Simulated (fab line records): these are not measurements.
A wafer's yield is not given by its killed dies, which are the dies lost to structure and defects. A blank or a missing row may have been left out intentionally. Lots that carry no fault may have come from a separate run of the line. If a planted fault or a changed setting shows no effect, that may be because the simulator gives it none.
fab line records | flow n5_finfet
record: lots: 10 wafers: 28 last_day: 17
route steps=1938 shown GATE_CUT@503 MOL_CONTACT_COAG@523 BEOL_M4@1111 PASSIVATION@1936
lots untouched by any fault: they come from a run of this same line in which no faults occurred
start_h: the number of hours between the record's first day and the start of the first shown wafer of the lot | wait_h: hours since the lot's step before | " identical to the entry in the row above | L1.1+2: several wafers, shown together as one row | - no value, or no start was given | * or withheld: withheld | < > ~ a bound
route shown NAME@n: NAME is a module with steps in the file, n the number in the route of the first one | usual: mean/standard deviation taken from wafers without a fault | same: alike in all rows | chamber/n: place in a boat | sites: readings site by site | _std_site: their standard deviation | _edge_site: the outer-site mean with the inner-site mean subtracted | radius_mm: how far each site lies from the wafer's centre | mask NAME#n: copy n | behind: the most recent tool/chamber to have shaped the wafer | hold: reason for holding the lot/hours on hold/outcome of the hold | device: names the non-switching transistor (n, p or np) | end of line: the same wafers' tests at the end of the route | where a step has no rows: the recipe by itself | killed: dies lost to structure and defects at the first sort, not the wafer's yield | map: per-die view of a wafer (x killed, . not killed, _ where there is no die)
set.NAME: the run value of the setting; set.NAME@STEP: its run value at that earlier step | model.NAME: the simulator's own value behind a step, which no gauge read
route steps across a sampled set of lots; one table per step, one row per wafer
services: the hour from which a tool's chamber was out of use, counted from the record's first day as start_h (under 0 if before that day), plus the number of hours and why
== steps ==
step: N5_GATE_CUT_ETCH_47
recipe: chemistry: Cl2/BCl3 target: SiO2 target_depth_a: 100 pressure_mtorr: 10 icp_w: 1000 bias_w: 126 Cl2_flow_sccm: 53.25 bcl3_flow_sccm: 21.75 Ar_flow_sccm: 25
usual: drypump_motor_current_A: 5.7/0.41 oes_product_au: 0.83/0.083 throttle_valve_pct: 22.64/0.19
columns lot.wafer tool chamber start_h wait_h drypump_motor_current_A oes_product_au rf_hours_counter_h throttle_valve_pct
L482.2 rie_metal-01 1 94.19 0.0 5.6 0.88 10 22.76
L482.4 " 1 " " 5.6 0.86 - 22.74
L482.5 " 0 " " 6.2 0.75 - 22.51
L481.3 rie_metal-03 1 96.49 0.0 5.8 0.80 - 22.85
L481.4 " 0 " " 6.3 0.87 - 22.47
L481.6 " 1 " " 5.8 0.81 - 22.84
L483.5 rie_metal-02 0 104.56 0.0 5.2 0.59 - 22.45
L483.6 " 1 " " 5.3 0.91 - 22.76
L484.1 rie_metal-01 1 108.14 0.0 5.6 0.87 11 22.75
L484.2 " 0 " " 6.2 0.76 53 22.51
L484.4 " 1 " " 5.6 0.87 - 22.74
L486.2 rie_metal-02 0 125.95 0.0 5.2 0.59 141 22.45
L486.6 " 1 " " 5.3 0.91 - 22.77
L488.2 rie_metal-02 1 139.10 0.1 5.3 0.89 - 22.79
L488.3 " 1 " " 5.3 0.89 - 22.77
L488.4 " 1 " " 5.3 0.90 - 22.76
L491.2 rie_metal-03 0 152.70 0.0 6.3 0.87 17 22.46
L491.4 " 1 " " 5.8 0.81 - 22.82
L491.5 " 1 " " 5.8 0.80 - 22.84
L493.2 rie_metal-03 0 161.44 0.0 6.3 0.86 18 22.49
L493.4 " 1 " " 5.8 0.80 - 22.87
L493.5 " 1 " " 5.8 0.80 - 22.84
L496.2 rie_metal-01 1 181.25 0.0 5.6 0.84 17 22.75
L496.3 " 0 " " 6.2 0.74 - 22.54
L496.6 " 1 " " 5.6 0.85 - 22.78
L499.2 rie_metal-03 0 200.17 0.0 6.3 0.84 22 22.48
L499.3 " 0 " " 6.3 0.84 - 22.48
L499.6 " 0 " " 6.3 0.84 - 22.49
step: N5_GATE_CUT_THK_MEAS_24
recipe: reads: SiO2_of_GATE_CUT_HM_DEP_46+SiO2_flowable_of_ILD0_FCVD_FILL_01
usual: GC_FILL_THK: 220.9/2.1
columns lot.wafer tool chamber start_h wait_h GC_FILL_THK[nm]
L482.2 film_metro-01 - 96.31 - 216.7
L482.4 " - " " 222.8
L482.5 " - " " 221.0
L481.3 film_metro-01 - 98.56 - 220.4
L481.4 " - " " 220.5
L481.6 " - " " 220.6
L483.5 film_metro-02 - 106.62 - 222.7
L483.6 " - " " 223.3
L484.1 film_metro-02 - 110.22 - 220.6
L484.2 " - " " 222.8
L484.4 " - " " 224.1
L486.2 film_metro-01 - 128.03 - 221.7
L486.6 " - " " 221.2
L488.2 film_metro-02 - 141.54 - 219.9
L488.3 " - " " 220.3
L488.4 " - " " 222.3
L491.2 film_metro-02 - 154.78 - 219.1
L491.4 " - " " 222.9
L491.5 " - " " 220.0
L493.2 film_metro-01 - 163.52 - 219.2
L493.4 " - " " 223.5
L493.5 " - " " 219.5
L496.2 film_metro-01 - 183.35 - 215.8
L496.3 " - " " 219.3
L496.6 " - " " 221.3
L499.2 film_metro-02 - 202.25 - 219.4
L499.3 " - " " 218.4
L499.6 " - " " 220.2
step: N5_GATE_CUT_CMP_43
recipe: material: SiO2 post_cmp_clean: rinse_only
usual: motor_current_A: 11.5/1.1
columns lot.wafer tool chamber start_h wait_h motor_current_A
L482.4 cmp-01 3 96.33 0.0 12.8
L482.2 " 2 " " 12.1
L482.5 " 0 " " 10.6
L481.3 cmp-01 0 98.67 0.1 10.5
L481.4 " 1 " " 10.1
L481.6 " 3 " " 13.4
L483.5 cmp-02 1 106.97 0.3 13.1
L483.6 " 2 " " 12.2
L484.2 cmp-01 3 110.33 0.1 13.1
L484.4 " 0 " " 10.5
L484.1 " 1 " " 10.0
L486.2 cmp-02 2 128.22 0.2 12.2
L486.6 " 1 " " 13.3
L488.4 cmp-01 3 141.57 0.0 12.7
L488.2 " 0 " " 10.1
L488.3 " 2 " " 11.6
L491.2 cmp-02 2 154.89 0.1 11.5
L491.4 " 0 " " 10.7
L491.5 " 1 " " 13.2
L493.4 cmp-01 1 163.55 0.0 9.7
L493.2 " 3 " " 12.3
L493.5 " 2 " " 11.8
L496.3 cmp-04 0 183.59 0.2 11.8
L496.2 " 1 " " 11.5
L496.6 " 1 " " 11.5
L499.3 cmp-04 3 202.28 0.0 11.7
L499.2 " 1 " " 11.6
L499.6 " 0 " " 11.9
step: N5_MOL_CONTACT_COAG_EXPOSE_05
recipe: mask_id: CA na: 0.33 source_shape: annular sigma_inner: 0.4 sigma_outer: 0.8 polarization: unpolarized defocus_nm: 0 dose_mj: 38.25
usual: exposure_dose_mJ_cm2: 38.21/0.059
same: na: 0.33
columns lot.wafer tool chamber start_h wait_h mask exposure_dose_mJ_cm2
L482.2 euv_scanner-01 0 97.35 - CA#0 38.21
L482.4 " 0 " " CA#0 38.22
L482.5 " 0 " " CA#0 38.27
L481.3 euv_scanner-01 0 99.48 - CA#0 38.26
L481.4 " 0 " " CA#0 38.30
L481.6 " 0 " " CA#0 38.26
L483.5 euv_scanner-02 0 107.68 - CA#0 38.15
L483.6 " 0 " " CA#0 38.15
L484.1 euv_scanner-02 0 111.13 - CA#0 38.14
L484.2 " 0 " " CA#0 38.17
L484.4 " 0 " " CA#0 38.15
L486.2 euv_scanner-01 0 129.07 - CA#0 38.21
L486.6 " 0 " " CA#0 38.28
L488.2 euv_scanner-02 0 142.58 - CA#0 38.17
L488.3 " 0 " " CA#0 38.10
L488.4 " 0 " " CA#0 38.14
L491.2 euv_scanner-02 0 155.69 - CA#0 38.17
L491.4 " 0 " " CA#0 38.16
L491.5 " 0 " " CA#0 38.12
L493.2 euv_scanner-01 0 164.44 - CA#0 38.27
L493.4 " 0 " " CA#0 38.27
L493.5 " 0 " " CA#0 38.29
L496.2 euv_scanner-02 0 184.48 - CA#0 36.37
L496.3 " 0 " " CA#0 36.36
L496.6 " 0 " " CA#0 36.36
L499.2 euv_scanner-02 0 203.29 - CA#0 36.72
L499.3 " 0 " " CA#0 36.68
L499.6 " 0 " " CA#0 36.75
step: N5_MOL_CONTACT_COAG_CD_MEAS_08
recipe: target_cd_nm: 28 landing_energy_ev: 500 detector: se_inlens polarity: opening
usual: cd_nm: 27.86/0.25
columns lot.wafer tool chamber start_h wait_h cd_nm
L482.2 cd_sem-02 0 97.47 - 28.28
L482.4 " 0 " " 28.18
L482.5 " 0 " " 28.21
L481.3 cd_sem-01 0 99.60 - 28.10
L481.4 " 0 " " 27.83
L481.6 " 0 " " 28.25
L483.5 cd_sem-02 0 107.79 - 27.85
L483.6 " 0 " " 27.76
L484.1 cd_sem-02 0 111.26 - 28.01
L484.2 " 0 " " 28.00
L484.4 " 0 " " 27.65
L486.2 cd_sem-03 0 129.19 - 27.49
L486.6 " 0 " " 27.94
L488.2 cd_sem-01 0 142.70 - 28.15
L488.3 " 0 " " 28.30
L488.4 " 0 " " 27.96
L491.2 cd_sem-02 0 155.82 - 27.80
L491.4 " 0 " " 28.00
L491.5 " 0 " " 27.80
L493.2 cd_sem-03 0 164.56 - 27.74
L493.4 " 0 " " 27.38
L493.5 " 0 " " 28.00
L496.2 cd_sem-02 0 184.60 - 26.99
L496.3 " 0 " " 26.59
L496.6 " 0 " " 27.17
L499.2 cd_sem-02 0 203.42 - 27.11
L499.3 " 0 " " 27.21
L499.6 " 0 " " 26.92
step: N5_BEOL_M4_RC_MEAS_101
usual: DIBL_N: 36.7/2.6 DIBL_P: 36.9/2.8 IOFF_N: 0.17/0.043 IOFF_P: 0.22/0.05 ION_N: 678/15 ION_P: 465/9.2 RC_DENSE_P: 24.0/0.7 RC_P: 19.5/0.56 SS_N: 71.6/0.79 SS_P: 73.5/0.82 VT_N: 250/3.9 VT_P: -250/3.7
columns lot.wafer tool chamber start_h wait_h DIBL_N[mV/V] DIBL_P[mV/V] IOFF_N[nA/um] IOFF_P[nA/um] ION_N[uA/um] ION_P[uA/um] RC_DENSE_P[ohm.um] RC_P[ohm.um] SS_N[mV/dec] SS_P[mV/dec] VT_N[mV] VT_P[mV]
L482.2 prober-02 0 191.70 0.2 36.1 37.0 0.16 0.18 697 466 23.9 19.4 71.5 73.2 248 -254
L482.4 " 0 " " 35.9 36.4 0.14 0.17 662 446 24.3 19.7 71.6 73.2 254 -255
L482.5 " 0 " " 37.1 37.0 0.16 0.17 690 459 24.2 19.6 71.8 74.1 251 -257
L481.3 prober-02 0 195.40 0.3 34.3 34.6 0.15 0.21 681 469 23.1 18.7 71.6 72.6 248 -249
L481.4 " 0 " " 34.4 35.3 0.14 0.21 678 467 23.9 19.4 70.9 72.8 251 -253
L481.6 " 0 " " 35.2 35.6 0.15 0.21 685 469 23.6 19.1 71.4 73.2 251 -249
L484.1 prober-01 0 197.44 0.0 35.0 34.6 0.14 0.17 680 466 23.9 19.4 70.4 72.9 250 -253
L484.2 " 0 " " 36.3 36.8 0.15 0.19 682 467 24.1 19.7 71.4 72.9 250 -254
L484.4 " 0 " " 37.1 37.3 0.18 0.20 694 468 23.9 19.6 71.7 72.9 247 -253
L483.5 prober-02 0 203.68 0.6 38.1 38.5 0.20 0.25 699 474 24.1 19.6 71.1 74.4 247 -246
L483.6 " 0 " " 42.1 42.8 0.29 0.36 692 471 24.1 19.5 72.5 75.2 242 -243
L486.2 prober-02 0 213.98 0.2 40.7 42.5 0.22 0.39 687 480 24.3 19.8 72.5 75.2 247 -240
L486.6 " 0 " " 39.8 41.1 0.23 0.36 697 484 23.7 19.2 72.0 74.4 241 -241
L488.2 prober-02 0 242.28 0.2 37.0 36.7 0.17 0.24 679 472 23.8 19.4 71.7 73.2 246 -244
L488.3 " 0 " " 31.1 29.6 0.08 0.14 657 462 23.2 18.9 69.8 71.6 259 -253
L488.4 " 0 " " 40.8 40.1 0.25 0.32 692 475 25.0 20.6 73.0 74.7 243 -241
L491.2 prober-02 0 251.40 0.2 39.8 40.8 0.22 0.34 677 473 24.1 19.7 71.9 74.7 248 -245
L491.4 " 0 " " 36.6 36.0 0.17 0.24 690 480 24.4 20.0 70.8 73.9 248 -247
L491.5 " 0 " " 40.8 41.0 0.22 0.31 681 464 25.0 20.3 72.1 75.0 249 -243
L493.2 prober-02 0 263.20 0.2 38.2 39.6 0.21 0.23 692 465 24.4 20.0 71.5 74.5 245 -251
L493.4 " 0 " " 36.6 37.8 0.16 0.18 691 458 25.3 20.5 71.5 72.9 250 -254
L493.5 " 0 " " 34.1 35.4 0.14 0.17 674 464 23.2 19.0 70.1 72.3 248 -256
L496.2 prober-02 0 269.78 0.2 37.8 37.5 0.18 0.23 675 460 25.3 20.6 71.8 73.5 248 -250
L496.3 " 0 " " 35.0 35.2 0.13 0.20 666 465 24.6 20.0 71.2 72.2 251 -251
L496.6 " 0 " " 33.4 32.9 0.12 0.16 665 458 25.4 20.5 70.8 73.3 253 -252
L499.2 prober-02 0 300.57 0.2 33.9 34.0 0.12 0.17 661 448 27.2 22.0 71.5 72.6 252 -251
L499.3 " 0 " " 32.4 32.2 0.11 0.16 673 464 25.5 20.9 70.7 71.9 252 -254
L499.6 " 0 " " 33.3 32.2 0.12 0.15 648 446 26.4 21.7 71.5 72.4 255 -253
step: N5_PASSIVATION_PROBE_49
usual: defect_limited_yield: 91.0/1.4 killed_at_M0_to_M3: 36/9.6 killed_at_M4_up: 14/6.1 killed_at_contacts: 13/6.6 killed_at_front_end: 40/11 killed_at_other: 3.2/2.9 killed_dies: 106/17 killed_open: 71/12 killed_short: 33/7.3 sort_bin_4_leakage: 0.02/0.11 sort_bin_5_function: 5.3/1 sort_bin_6_memory: 3.4/0.68 sort_bin_8_speed: 0.0/0.51 sort_n_pass: 1073/19 sort_yield_pct: 91.0/1.6
same: gross_dies: 1180 killed_at_back_side: 0
columns lot.wafer tool chamber start_h wait_h defect_limited_yield[%] killed_at_M0_to_M3 killed_at_M4_up killed_at_contacts killed_at_front_end killed_at_other killed_dies killed_open killed_short sort_bin_4_leakage[%] sort_bin_5_function[%] sort_bin_6_memory[%] sort_bin_8_speed[%] sort_n_pass sort_yield_pct[%]
L486.2 prober-02 - 317.88 0.1 92.4 34 16 2 35 3 90 68 22 0.17 4.1 3.1 0 1088 92.2
L486.6 prober-02 - 318.08 0.3 92.1 23 30 6 33 1 93 60 33 0 4.1 3.5 0 1087 92.1
L499.2 prober-01 - 409.47 0.1 91.4 27 13 20 36 5 101 60 39 0 5.1 2.8 0 1079 91.4
L499.3 prober-01 - 409.52 0.1 90.5 47 21 10 33 1 112 73 37 0 6.0 3.1 0 1068 90.5
L499.6 prober-01 - 409.67 0.3 89.7 44 11 17 43 6 121 85 34 0 6.6 3.3 0.1 1058 89.7
killed by level:class
L486.2 BEOL_M1:geometric_particle:open=18 BEOL_M4:geometric_particle:open=10 GATE_CUT:geometric_particle:short=8 BEOL_M2:geometric_particle:open=7 STI_FIN_REVEAL:geometric_particle:open=6 FIN_SAQP:geometric_particle:open=5 DUMMY_GATE:geometric_particle:open=5 STARTING-WAFER:geometric_particle:short=5
L486.6 BEOL_M4:geometric_particle:open=15 GATE_CUT:geometric_particle:short=8 MOL_CONTACT_COAG:geometric_particle:open=5 BEOL_M1:geometric_particle:short=5 BEOL_M5:geometric_particle:open=5 ILD0:geometric_particle:open=4 GATE_CUT:geometric_particle:open=4 BEOL_M0:geometric_particle:open=4
L499.2 MOL_CONTACT_COAG:geometric_particle:open=14 FIN_SAQP:geometric_particle:short=13 STI_FIN_REVEAL:geometric_particle:open=8 BEOL_M1:geometric_particle:open=7 MOL_CONTACT_COAG:geometric_particle:short=6 FIN_SAQP:geometric_particle:open=4 BEOL_M2:geometric_particle:short=4 BEOL_M4:geometric_particle:open=4
L499.3 STI_FIN_REVEAL:geometric_particle:open=11 BEOL_M1:geometric_particle:open=10 BEOL_M2:geometric_particle:open=10 BEOL_M0_SAQP:geometric_particle:open=9 BEOL_M0_SAQP:geometric_particle:short=9 FIN_SAQP:geometric_particle:short=8 BEOL_M4:geometric_particle:open=8 MOL_CONTACT_COAG:geometric_particle:open=7
L499.6 STI_FIN_REVEAL:geometric_particle:open=17 BEOL_M1:geometric_particle:open=15 MOL_CONTACT_COAG:geometric_particle:open=14 FIN_SAQP:geometric_particle:open=9 BEOL_M5:geometric_particle:open=7 BEOL_M2:geometric_particle:open=7 FIN_SAQP:geometric_particle:short=6 BEOL_M2:geometric_particle:short=6
== services ==
columns tool chamber start_h hours kind
euv_scanner-01 - 77.19 4.6 pm
euv_scanner-02 - 81.82 1.0 pm
rie_metal-02 0 89.89 8.1 repair
euv_scanner-01 - 99.84 1.0 pm
rie_metal-01 - 101.67 1.4 repair
euv_scanner-01 - 112.95 10.7 repair
cmp-01 - 117.16 2.3 repair
euv_scanner-01 - 123.78 1.3 repair
euv_scanner-02 - 126.27 4.6 pm
euv_scanner-02 - 134.98 1.0 pm
cmp-01 - 135.57 5.0 pm
rie_metal-01 0 136.47 5.0 repair
cmp-02 - 140.53 4.1 pm
euv_scanner-02 0 145.01 - calibration
cmp-04 - 145.18 3.4 pm
euv_scanner-01 - 155.99 1.0 pm
cmp-04 - 156.35 4.0 pm
euv_scanner-02 - 167.19 0.7 repair
euv_scanner-01 - 169.33 0.5 repair
euv_scanner-01 - 179.81 5.8 pm
cmp-04 - 180.86 1.3 repair
cmp-01 - 182.47 3.7 repair
euv_scanner-02 - 191.13 1.0 pm
cmp-04 - 191.16 5.8 pm
== key ==
first_sign: step: N5_MOL_CONTACT_COAG_EXPOSE_05 reading: exposure_dose_mJ_cm2 direction: down sigmas: 28 usual: 38.21 struck: 36.54
effect: step: N5_MOL_CONTACT_COAG_CD_MEAS_08 reading: cd_nm direction: down sigmas: 3.5 usual: 27.86 struck: 27.00 through: control_loop
effect: step: N5_BEOL_M4_RC_MEAS_101 reading: RC_P direction: up sigmas: 2.6 usual: 19.5 struck: 21.0
effect: step: N5_BEOL_M4_RC_MEAS_101 reading: RC_DENSE_P direction: up sigmas: 2.5 usual: 24.0 struck: 25.7
met_at N5_MOL_CONTACT_COAG_EXPOSE_05
struck_lots L496,L499
loop_trim: step: N5_MOL_CONTACT_COAG_EXPOSE_05 setting: dose lots: L499
not_acting_at N5_GATE_CUT_ETCH_47,N5_GATE_CUT_THK_MEAS_24,N5_GATE_CUT_CMP_43
onset_between 155.69 184.48
fault: kind: process_parameter_drift tool: euv_scanner-02 chamber: - onset_h: 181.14 steps: N5_MOL_CONTACT_COAG_EXPOSE_05 channel: dose_mj offset: -1.8189 shape: step acts_in: these_recipes_only stated: 38.25
loop_trim: a control loop set the setting to another value than it would have without faults
